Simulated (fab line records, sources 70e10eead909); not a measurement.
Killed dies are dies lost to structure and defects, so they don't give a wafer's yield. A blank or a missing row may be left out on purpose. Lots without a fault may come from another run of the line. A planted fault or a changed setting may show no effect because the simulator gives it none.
fab line records | flow nand_harc
record lots=13 wafers=39 last_day=24
route steps=1159 shown P_GATE@215 P_CONTACT@218 END@1159
lots that met no fault: from a run of the same line without faults
start_h: hours from the record's first day to the start of the lot's first wafer shown | wait_h: hours since the lot's step before | " the same as in the row above | L1.1+2: a row that stands for several wafers | - no value, or no start given | * or withheld: withheld | < > ~ a bound
route shown NAME@n: a module of which the file shows steps, and the number in the route of the first | usual: mean/standard deviation of fault-free wafers | same: alike in all rows | chamber/n: place in a boat | sites: the reading at each site | _std_site: their standard deviation | _edge_site: outer sites' mean less inner sites' | radius_mm: how far each site lies from the wafer's centre | mask NAME#n: copy n | behind: the tool/chamber that last shaped the wafer | hold: why the lot was held/for how many hours/how that ended | device: the transistor (n, p or np) that didn't switch | end of line: the same wafers' tests at the end of the route | a step without rows: its recipe alone | killed: dies lost to structure and defects at the first sort, not the wafer's yield | map: a wafer's dies, x killed, . not, _ none there
set.NAME: the setting as run; set.NAME@STEP: as run at that earlier step | model.NAME: the simulator's own value behind a step, which no gauge read
steps of the route over a sample of lots; a table a step, a row a wafer
services: from which hour (start_h, from the record's first day; less than 0 if before it) a tool's chamber was out of use, for how many hours, and why
## steps
# step NHARC_P_GATE_RTA_82
# recipe temp_c=450 time_s=30
# usual lamp_power_pct=4.3/0.42 lamp_zone_2_pct=4.3/0.42 wafer_temp_C_max=452.0/0.46
# columns lot.wafer tool chamber start_h wait_h lamp_power_pct lamp_zone_2_pct wafer_temp_C_max
L661.3 rtp_anneal-01 0 107.99 - 4.6 4.6 452.6
L661.4 " 0 " " 4.6 4.6 452.7
L661.6 " 0 " " 4.6 4.6 451.9
L662.1 rtp_anneal-02 0 118.23 - 3.8 3.8 451.5
L662.4 " 0 " " 3.8 3.8 451.5
L662.6 " 0 " " 3.8 3.8 452.2
L663.2 rtp_anneal-02 0 118.43 - 3.8 3.8 451.8
L663.3 " 0 " " 3.8 3.8 451.4
L663.6 " 0 " " 3.8 3.8 451.9
L664.1 rtp_anneal-01 0 125.28 - 4.6 4.6 451.9
L664.4 " 0 " " 4.6 4.6 452.4
L664.6 " 0 " " 4.6 4.6 452.7
L665.2 rtp_anneal-01 0 133.86 - 4.6 4.6 451.8
L665.5 " 0 " " 4.6 4.6 452.2
L665.6 " 0 " " 4.6 4.6 452.8
L669.1 rtp_anneal-01 0 155.90 - 4.6 4.6 451.9
L669.2 " 0 " " 4.6 4.6 452.2
L669.4 " 0 " " 4.6 4.6 451.3
L670.1 rtp_anneal-01 0 160.30 - 4.6 4.6 452.1
L670.4 " 0 " " 4.6 4.6 452.3
L670.5 " 0 " " 4.6 4.6 451.7
L671.3 rtp_anneal-02 0 161.13 - 3.8 3.8 452.2
L671.4 " 0 " " 3.8 3.8 452.7
L671.6 " 0 " " 3.8 3.8 451.8
L673.1 rtp_anneal-01 0 186.88 - 4.6 4.6 451.7
L673.2 " 0 " " 4.6 4.6 452.0
L673.4 " 0 " " 4.6 4.6 453.1
L672.1 rtp_anneal-02 0 192.11 - 3.8 3.8 451.9
L672.2 " 0 " " 3.8 3.8 451.4
L672.5 " 0 " " 3.8 3.8 451.7
L676.4 rtp_anneal-02 0 202.60 - 3.8 3.8 451.5
L676.5 " 0 " " 3.8 3.8 451.0
L676.6 " 0 " " 3.8 3.8 451.4
L678.2 rtp_anneal-02 0 211.70 - 3.8 3.8 451.6
L678.3 " 0 " " 3.8 3.8 451.5
L678.6 " 0 " " 3.8 3.8 451.9
L682.2 rtp_anneal-01 0 235.71 - 4.6 4.6 452.4
L682.3 " 0 " " 4.6 4.6 452.2
L682.4 " 0 " " 4.6 4.6 452.3
# step NHARC_P_CONTACT_DEP_00
# recipe target_thk_a=5000 temp_c=400 pressure_torr=6.5 rf_w=900 teos_flow_sccm=161.4 flow_sccm=2650 target_thk_nm=500 gas=O2 material=SiO2
# usual heater_power_w=543/70 throttle_valve_pct=15.9/0.59
# columns lot.wafer tool chamber start_h wait_h heater_power_w throttle_valve_pct
L661.4 pecvd-01 2 108.68 0.3 649 15.3
L661.3 " 1 " " 512 15.5
L661.6 " 2 " " 670 15.6
L662.1 pecvd-02 2 - - 545 15.1
L662.4 " 0 " " 516 16.5
L662.6 " 1 " " 632 16.4
L663.2 pecvd-01 0 - - 421 15.2
L663.3 " 2 " " 697 15.5
L663.6 " 1 " " 557 15.7
L664.1 pecvd-03 1 125.90 0.3 506 16.3
L664.4 " 0 " " 591 16.2
L664.6 " 0 " " 608 16.1
L665.2 pecvd-01 1 - - 559 15.7
L665.5 " 1 " " 583 15.7
L665.6 " 2 " " 635 15.5
L669.2 pecvd-01 0 - - 416 15.4
L669.1 " 1 " " 513 15.7
L669.4 " 2 " " 698 16.1
L670.1 pecvd-01 1 - - 550 15.7
L670.5 " 0 " " 538 15.2
L670.4 " 2 " " 662 15.6
L671.3 pecvd-03 2 - - 577 16.2
L671.4 " 1 " " 405 16.5
L671.6 " 2 " " 421 16.4
L673.1 pecvd-01 1 - - 523 15.6
L673.2 " 0 " " 481 15.3
L673.4 " 0 " " 487 15.3
L672.2 pecvd-03 0 - - 563 16.1
L672.1 " 2 " " 565 16.4
L672.5 " 1 " " 453 16.5
L676.4 pecvd-01 0 203.25 0.3 435 15.2
L676.6 " 0 " " 459 15.3
L676.5 " 2 " " 699 15.9
L678.2 pecvd-03 2 - - 492 16.5
L678.3 " 0 " " 600 16.4
L678.6 " 1 " " 473 16.5
L682.3 pecvd-01 2 - - 582 16.0
L682.2 " 0 " " 513 15.3
L682.4 " 0 " " 532 15.3
# step NHARC_P_CONTACT_INSPECT_14
# usual raw_defect_count=3.9/2.1
# columns lot.wafer tool chamber start_h wait_h raw_defect_count
L661.3 defect_inspect-02 - 110.13 0.0 1
L661.4 " - " " 5
L661.6 " - " " 2
L662.1 defect_inspect-02 - 120.03 0.0 5
L662.4 " - " " 3
L662.6 " - " " 1
L663.2 defect_inspect-01 - 120.62 0.0 4
L663.3 " - " " 4
L663.6 " - " " 5
L664.1 defect_inspect-01 - 127.47 0.0 4
L664.4 " - " " 6
L664.6 " - " " 9
L665.2 defect_inspect-02 - 135.63 0.0 5
L665.5 " - " " 1
L665.6 " - " " 4
L669.1 defect_inspect-02 - 158.35 0.0 3
L669.2 " - " " 1
L669.4 " - " " 4
L670.1 defect_inspect-01 - 162.36 0.0 5
L670.4 " - " " 3
L670.5 " - " " 6
L671.3 defect_inspect-01 - 163.02 0.0 2
L671.4 " - " " 3
L671.6 " - " " 2
L673.1 defect_inspect-02 - 188.69 0.0 3
L673.2 " - " " 4
L673.4 " - " " 6
L672.1 defect_inspect-01 - 194.21 0.0 1
L672.2 " - " " 2
L672.5 " - " " 8
L676.4 defect_inspect-02 - 204.69 0.0 3
L676.5 " - " " 2
L676.6 " - " " 4
L678.2 defect_inspect-02 - 213.48 0.0 2
L678.3 " - " " 4
L678.6 " - " " 4
L682.2 defect_inspect-01 - 237.67 0.0 2
L682.3 " - " " 4
L682.4 " - " " 3
# step NHARC_P_CONTACT_ETCH_31
# recipe target_depth_a=300 time_s=85.7 ion_energy_ev=120 over_etch_frac=1 ch3f_flow_sccm=50 o2_flow_sccm=30 ar_flow_sccm=200 rf_w=500 bias_w=100 chemistry=CH3F/O2
# usual drypump_motor_current_A=5.87/0.29 oes_product_au=0.981/0.014 rf_vpp_V=245.3/1.5 run_length_s=107.0/0.37 showerhead_plenum_p_Torr=2.53/0.099 throttle_valve_pct=20.664/0.0093
# columns lot.wafer tool chamber start_h wait_h drypump_motor_current_A oes_product_au rf_hours_counter_h rf_vpp_V run_length_s showerhead_plenum_p_Torr throttle_valve_pct
L661.3 rie_diel-02 3 110.93 - 6.09 0.984 7 246.4 106.9 2.60 20.675
L661.4 " 0 " " 5.88 0.980 12 246.7 107.3 2.62 20.668
L661.6 " 2 " " 5.73 0.974 - 243.3 107.2 2.40 20.676
L662.1 rie_diel-07 2 120.88 - 5.20 0.992 26 245.7 107.0 2.65 20.649
L662.4 " 3 " " 6.44 0.996 18 246.0 106.6 2.57 20.678
L662.6 " 2 " " 5.19 0.996 - 246.4 106.8 2.65 20.670
L663.3 rie_diel-13 3 121.43 - 6.17 1.003 2 246.6 106.8 2.64 20.666
L663.2 " 0 " " 5.65 0.995 2 243.8 107.6 2.40 20.662
L663.6 " 1 " " 5.73 0.977 - 245.9 106.6 2.61 20.671
L664.4 rie_diel-13 2 128.59 - 5.71 0.953 2 245.7 106.2 2.45 20.674
L664.1 " 3 " " 6.18 0.975 3 247.2 106.9 2.64 20.667
L664.6 " 1 " " 5.71 0.953 - 245.9 106.9 2.61 20.653
L665.2 rie_diel-13 2 136.44 - 5.74 0.946 3 244.8 106.5 2.45 20.674
L665.6 " 1 " " 5.68 0.936 - 247.3 107.0 2.61 20.666
L665.5 " 2 " " 5.71 0.946 - 243.7 106.3 2.45 20.666
L669.1 rie_diel-13 0 159.16 - 5.65 0.975 6 244.4 107.7 2.40 20.661
L669.4 " 1 " " 5.73 0.956 6 245.9 107.0 2.61 20.677
L669.2 " 2 " " 5.69 0.953 6 243.6 106.2 2.44 20.656
L670.1 rie_diel-02 3 163.17 - 6.09 0.995 1 247.4 107.4 2.60 20.663
L670.4 " 0 " " 5.84 0.981 1 245.9 107.1 2.62 20.653
L670.5 " 0 " " 5.82 0.978 - 246.5 107.3 2.62 20.644
L671.3 rie_diel-13 1 163.84 - 5.72 0.962 6 245.8 106.9 2.61 20.669
L671.4 " 3 " " 6.19 0.982 6 245.8 106.9 2.64 20.671
L671.6 " 1 " " 5.70 0.958 - 247.5 106.8 2.61 20.668
L673.1 rie_diel-07 3 190.00 - 6.45 0.978 44 245.3 106.5 2.56 20.657
L673.2 " 0 " " 5.53 1.009 50 244.7 106.4 2.49 20.669
L673.4 " 1 " " 5.67 0.979 48 247.0 107.2 2.58 20.666
L672.2 rie_diel-02 0 195.01 - 5.84 0.971 4 247.3 106.9 2.62 20.653
L672.1 " 1 " " 6.40 0.985 4 241.7 107.1 2.41 20.657
L672.5 " 1 " " 6.39 0.992 - 243.9 107.3 2.41 20.670
L676.4 rie_diel-02 2 205.61 - 5.67 0.983 5 243.5 107.1 2.39 20.675
L676.5 " 1 " " 6.38 0.991 - 242.2 107.0 2.41 20.678
L676.6 " 2 " " 5.70 0.985 - 245.1 107.1 2.39 20.656
L678.3 rie_diel-13 0 214.29 - 5.65 1.002 12 244.0 107.6 2.40 20.683
L678.2 " 1 " " 5.69 0.977 12 246.1 106.7 2.60 20.649
L678.6 " 3 " " 6.17 0.979 - 246.8 106.8 2.64 20.653
L682.4 rie_diel-13 1 238.47 - 5.74 0.973 14 246.5 106.6 2.60 20.670
L682.2 " 3 " " 6.18 0.986 12 247.8 107.0 2.64 20.662
L682.3 " 0 " " 5.65 1.000 13 243.9 59.0 2.40 20.671
# step NHARC_END_SORT_01
# recipe temp_c=25
# usual killed_at_array=25/9.5 killed_at_other=0.8/1.2 killed_at_periphery=3.4/2.2 killed_dies=29/10 killed_open=3.3/1.8 killed_short=2.1/1.4
# same gross_dies=677
# columns lot.wafer tool chamber start_h wait_h killed_at_array killed_at_other killed_at_periphery killed_dies killed_open killed_short
L682.2 prober-01 0 584.26 2.8 14 0 6 20 4 0
L682.3 prober-01 0 585.05 3.1 26 2 388 416 4 2
L682.4 prober-01 0 585.84 3.4 15 0 3 18 5 0
# killed by level:class
L682.2 A_CHANNEL_HOLE_D1:chamber_film_flake=9 P_M1:chamber_film_flake=4 A_STAIRCASE:chamber_film_flake=2 P_M1:geometric_particle:open=1 P_M2:geometric_particle:open=1 A_CONTACT:geometric_particle:open=1 A_M0:geometric_particle:open=1 A_CONTACT:chamber_film_flake=1
L682.3 P_CONTACT:area_etch=384 A_CHANNEL_HOLE_D1:chamber_film_flake=12 A_CONTACT:chamber_film_flake=5 A_STAIRCASE:chamber_film_flake=3 A_BLC:geometric_particle:open=2 P_M1:chamber_film_flake=2 THIN_TSV:chamber_film_flake=2 P_GATE:geometric_particle:open=1
L682.4 A_CHANNEL_HOLE_D1:chamber_film_flake=8 P_M1:chamber_film_flake=3 A_ONON_D1:geometric_particle:open=2 A_CONTACT:geometric_particle:open=1 A_BLC:geometric_particle:open=1 A_M0:geometric_particle:open=1 A_STAIRCASE:chamber_film_flake=1 A_SLIT:chamber_film_flake=1
## services
# columns tool chamber start_h hours kind
rie_diel-02 3 92.90 8.1 repair
pecvd-03 0 96.22 8.7 repair
rie_diel-13 - 99.00 9.0 pm
rie_diel-13 0 99.00 9.0 vent_cycle
rie_diel-13 1 99.00 9.0 vent_cycle
rie_diel-13 2 99.00 9.0 vent_cycle
rie_diel-13 3 99.00 9.0 vent_cycle
pecvd-01 0 107.95 4.8 repair
pecvd-03 - 111.00 13.0 pm
rie_diel-07 3 112.13 6.7 repair
pecvd-03 2 125.43 4.9 repair
pecvd-03 2 141.84 4.6 repair
rie_diel-02 - 150.71 9.0 pm
pecvd-02 - 153.53 13.0 pm
pecvd-03 - 189.66 0.6 repair
pecvd-01 - 195.76 0.9 repair
rie_diel-13 3 200.90 8.6 repair
pecvd-02 - 219.77 1.0 repair
rie_diel-02 3 222.69 4.1 repair
rie_diel-07 - 228.25 9.0 pm
pecvd-01 - 237.11 13.0 pm
pecvd-01 0 237.11 13.0 vent_cycle
pecvd-01 1 237.11 13.0 vent_cycle
pecvd-01 2 237.11 13.0 vent_cycle
## key
first_sign step=NHARC_P_CONTACT_ETCH_31 reading=run_length_s direction=down sigmas=99+ usual=* struck=*
effect step=NHARC_END_SORT_01 reading=killed_at_periphery direction=up sigmas=99+ usual=3.4 struck=388
more_kills_born_at NHARC_P_CONTACT_ETCH_31@rie_diel-13=384
met_at NHARC_P_CONTACT_ETCH_31
struck_lots L682
struck_wafers L682.3
later_rows_left_out L682.3
tester_left_out L682
not_acting_at NHARC_P_GATE_RTA_82,NHARC_P_CONTACT_DEP_00,NHARC_P_CONTACT_INSPECT_14
onset_between 214.29 238.47
fault kind=process_parameter_drift tool=rie_diel-13 chamber=0 onset_h=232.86 steps=NHARC_P_CONTACT_ETCH_31 channel=time_s offset=* shape=step end_h=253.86 acts_in=* stated=*
# tester_left_out: of these lots the tester's yield and bins aren't shown, on N5 and GAA mostly nor the transistor test; their killed dies are dies lost to structure and defects alone, not to doping, threshold or leakage, so they don't give the yield
# later_rows_left_out: the simulator's readings of these wafers behind a module that went badly wrong aren't trusted and aren't shown, but for the sort
